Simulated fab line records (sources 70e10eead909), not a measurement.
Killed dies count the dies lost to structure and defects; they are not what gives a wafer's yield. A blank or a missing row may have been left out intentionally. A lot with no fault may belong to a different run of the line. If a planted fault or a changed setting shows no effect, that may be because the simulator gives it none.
One fault seen from 3 desks | flow nand harc | only its own numbers are on each desk; what lay behind them is given at the end

== METROLOGY DESK ==
What the gauges read, lot by lot, whatever tool the lot ran on: means of the sampled wafers that have a number. A lot is out of limits, marked OUT, if its mean lies more than 4 standard deviations from the usual mean; the brackets give that distance.
Columns: A = cd nm at NHARC_P_BONDPAD_CD_MEAS_13, usual 499.4 nm; B = thk nm at NHARC_P_BONDPAD_THK_MEAS_20, usual 160.7 nm
lot  | first seen here | A     | B
L842 | day 7 00:13     | 500.0 | 161.0
L845 | day 7 08:07     | 500.4 | 161.3
L855 | day 10 12:22    | 500.7 | 159.5
L856 | day 10 12:50    | 500.9 | 160.6
L858 | day 10 22:11    | 496.6 | 161.3
L857 | day 10 23:00    | 500.3 | 161.3
Finding of this desk: none of the 6 lots has anything out of limits.

== FOR THE TOOL OWNER'S DESK: cmp-04 ==
The tool's own readings at NHARC_P_BONDPAD_CMP_19 (polishes, t overpolish 30 s, cu recess touch 16 s, target thk 160.81 nm): means of the sampled wafers that have a number, for each lot that ran on this tool. A lot is out of limits, marked OUT, if its mean lies more than 4 standard deviations from the usual mean; the brackets give that distance.
Columns: A = motor current A at NHARC_P_BONDPAD_CMP_19, usual 11.5 A; B = overpolish run s at NHARC_P_BONDPAD_CMP_19, usual 30.000 s
lot  | first seen here | A    | B
L842 | day 7 02:08     | 10.9 | 30.008
L855 | day 10 14:16    | 11.8 | 29.999
L856 | day 10 14:37    | 11.1 | 30.006
Finding of this desk: none of the 3 lots has anything out of limits.

== THE DEFECT DESK ==
Lot by lot, what the route's inspections counted, given as the mean of those sampled wafers with a number. A lot is out of limits, marked OUT, if its mean lies more than 4 standard deviations from the usual mean; the brackets give that distance.
Columns: A = raw defect count at NHARC_P_BONDPAD_INSPECT_23, usual 336
lot  | first seen here | A
L842 | day 7 02:37     | 584
L845 | day 7 10:24     | 282
L855 | day 10 14:46    | 726
L856 | day 10 15:10    | 693
L858 | day 11 00:24    | 315
L857 | day 11 01:17    | 296
Finding of this desk: none of the 6 lots has anything out of limits.

== BROUGHT TOGETHER ==
Metrology desk: nothing out of limits seen.
The desk of the tool owner found nothing out of limits.
The defect desk saw nothing out of limits.

== WHAT HAD BEEN PUT IN BY THE SIMULATOR ==
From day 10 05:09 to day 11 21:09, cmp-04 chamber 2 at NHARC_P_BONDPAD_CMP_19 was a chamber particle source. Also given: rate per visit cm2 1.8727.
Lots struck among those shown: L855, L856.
